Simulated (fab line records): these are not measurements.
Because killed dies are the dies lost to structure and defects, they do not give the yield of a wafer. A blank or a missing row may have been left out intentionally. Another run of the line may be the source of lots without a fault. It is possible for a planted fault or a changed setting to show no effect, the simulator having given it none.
Split-lot experiment :: flow n5Finfet :: 21 wafers read from 7 lots, route of 1938 steps

## ABOUT THE SPLIT
At N5_ZERO_LAYER_PECVD_02 (deposits SiO2 from SiH4/N2O, target thk 10 nm, time 6 s), the setting timeS was moved away from the recipe's 6 s on 7 of the 21 wafers read, by -14.5% to +7.0%. The other wafers ran this setting at the recipe's value.

The split's own step is where the reading is taken.

## THE READING
SiO2_of_ZERO_LAYER_PECVD_02.thkNm (the simulator's own value, which no gauge read), in nm, at N5_ZERO_LAYER_PECVD_02 (deposits SiO2 from SiH4/N2O, target thk 10 nm, time 6 s). No usual value for it is given in the file. Average 9.984 nm, standard deviation 0.28 nm, over the 14 wafers here run with the recipe.

wafer: L075.3
tool, chamber at the split: pecvd-01, 0
timeS as run, s: 6
against the recipe: recipe
SiO2_of_ZERO_LAYER_PECVD_02.thkNm, nm: 9.54
against lot-mates on the recipe: -

wafer: L075.5
tool, chamber at the split: pecvd-01, 0
timeS as run, s: 6
against the recipe: recipe
SiO2_of_ZERO_LAYER_PECVD_02.thkNm, nm: 9.657
against lot-mates on the recipe: -

wafer: L075.6
tool, chamber at the split: pecvd-01, 1
timeS as run, s: 6
against the recipe: recipe
SiO2_of_ZERO_LAYER_PECVD_02.thkNm, nm: 9.75
against lot-mates on the recipe: -

wafer: L080.1
tool, chamber at the split: pecvd-04, 1
timeS as run, s: 6
against the recipe: recipe
SiO2_of_ZERO_LAYER_PECVD_02.thkNm, nm: 10
against lot-mates on the recipe: -

wafer: L080.2
tool, chamber at the split: pecvd-04, 0
timeS as run, s: 6
against the recipe: recipe
SiO2_of_ZERO_LAYER_PECVD_02.thkNm, nm: 10.2
against lot-mates on the recipe: -

wafer: L080.4
tool, chamber at the split: pecvd-04, 1
timeS as run, s: 6
against the recipe: recipe
SiO2_of_ZERO_LAYER_PECVD_02.thkNm, nm: 10.37
against lot-mates on the recipe: -

wafer: L081.1
tool, chamber at the split: pecvd-03, 2
timeS as run, s: 6
against the recipe: recipe
SiO2_of_ZERO_LAYER_PECVD_02.thkNm, nm: 9.59
against lot-mates on the recipe: -

wafer: L081.4
tool, chamber at the split: pecvd-03, 1
timeS as run, s: 5.128
against the recipe: -14.5%
SiO2_of_ZERO_LAYER_PECVD_02.thkNm, nm: 8.468
against lot-mates on the recipe: -1.122

wafer: L081.6
tool, chamber at the split: pecvd-03, 2
timeS as run, s: 5.128
against the recipe: -14.5%
SiO2_of_ZERO_LAYER_PECVD_02.thkNm, nm: 8.469
against lot-mates on the recipe: -1.121

wafer: L087.1
tool, chamber at the split: pecvd-03, 2
timeS as run, s: 6.418
against the recipe: +7.0%
SiO2_of_ZERO_LAYER_PECVD_02.thkNm, nm: 10.59
against lot-mates on the recipe: +0.625

wafer: L087.3
tool, chamber at the split: pecvd-03, 0
timeS as run, s: 6
against the recipe: recipe
SiO2_of_ZERO_LAYER_PECVD_02.thkNm, nm: 9.965
against lot-mates on the recipe: -

wafer: L087.4
tool, chamber at the split: pecvd-03, 0
timeS as run, s: 6.418
against the recipe: +7.0%
SiO2_of_ZERO_LAYER_PECVD_02.thkNm, nm: 10.79
against lot-mates on the recipe: +0.825

wafer: L089.2
tool, chamber at the split: pecvd-04, 2
timeS as run, s: 6
against the recipe: recipe
SiO2_of_ZERO_LAYER_PECVD_02.thkNm, nm: 10.18
against lot-mates on the recipe: -

wafer: L089.4
tool, chamber at the split: pecvd-04, 0
timeS as run, s: 5.443
against the recipe: -9.3%
SiO2_of_ZERO_LAYER_PECVD_02.thkNm, nm: 9.256
against lot-mates on the recipe: -0.989

wafer: L089.5
tool, chamber at the split: pecvd-04, 2
timeS as run, s: 6
against the recipe: recipe
SiO2_of_ZERO_LAYER_PECVD_02.thkNm, nm: 10.31
against lot-mates on the recipe: -

wafer: L090.1
tool, chamber at the split: pecvd-04, 1
timeS as run, s: 6
against the recipe: recipe
SiO2_of_ZERO_LAYER_PECVD_02.thkNm, nm: 9.758
against lot-mates on the recipe: -

wafer: L090.2
tool, chamber at the split: pecvd-04, 2
timeS as run, s: 6
against the recipe: recipe
SiO2_of_ZERO_LAYER_PECVD_02.thkNm, nm: 10.04
against lot-mates on the recipe: -

wafer: L090.5
tool, chamber at the split: pecvd-04, 1
timeS as run, s: 6
against the recipe: recipe
SiO2_of_ZERO_LAYER_PECVD_02.thkNm, nm: 9.975
against lot-mates on the recipe: -

wafer: L094.1
tool, chamber at the split: pecvd-04, 0
timeS as run, s: 5.709
against the recipe: -4.9%
SiO2_of_ZERO_LAYER_PECVD_02.thkNm, nm: 9.741
against lot-mates on the recipe: -0.699

wafer: L094.5
tool, chamber at the split: pecvd-04, 1
timeS as run, s: 5.709
against the recipe: -4.9%
SiO2_of_ZERO_LAYER_PECVD_02.thkNm, nm: 9.758
against lot-mates on the recipe: -0.682

wafer: L094.6
tool, chamber at the split: pecvd-04, 2
timeS as run, s: 6
against the recipe: recipe
SiO2_of_ZERO_LAYER_PECVD_02.thkNm, nm: 10.44
against lot-mates on the recipe: -

THE FIT
A straight line over all 21 wafers: SiO2_of_ZERO_LAYER_PECVD_02.thkNm changes by +0.0977 nm for each +1% of timeS; r = +0.90; the points scatter about the line by 0.26 nm.
The same after taking each lot's own level away (the mean of its wafers on the recipe; 21 wafers): +0.0895 nm for each +1%; r = +0.96; scatter 0.15 nm.
Per that fit: largest timeS move, reading shift of 1.3 nm.
From 9.5900 to 10.4400 nm: that is the span of the lots' own levels, equal to 3.0 times the standard deviation above.
The two slopes are in agreement: the lot-to-lot level therefore moves the slope only a little.
Check: -1.39 nm against its lot-mates is what the line predicts for one of the wafers moved furthest among these (-14.5%) when that wafer is left out of the fit. Against them it came out at -1.12 nm.

## THE FILE'S OWN FIT
SiO2_of_ZERO_LAYER_PECVD_02.thkNm changes by +0.0915 nm for each +1% of timeS, r = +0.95.
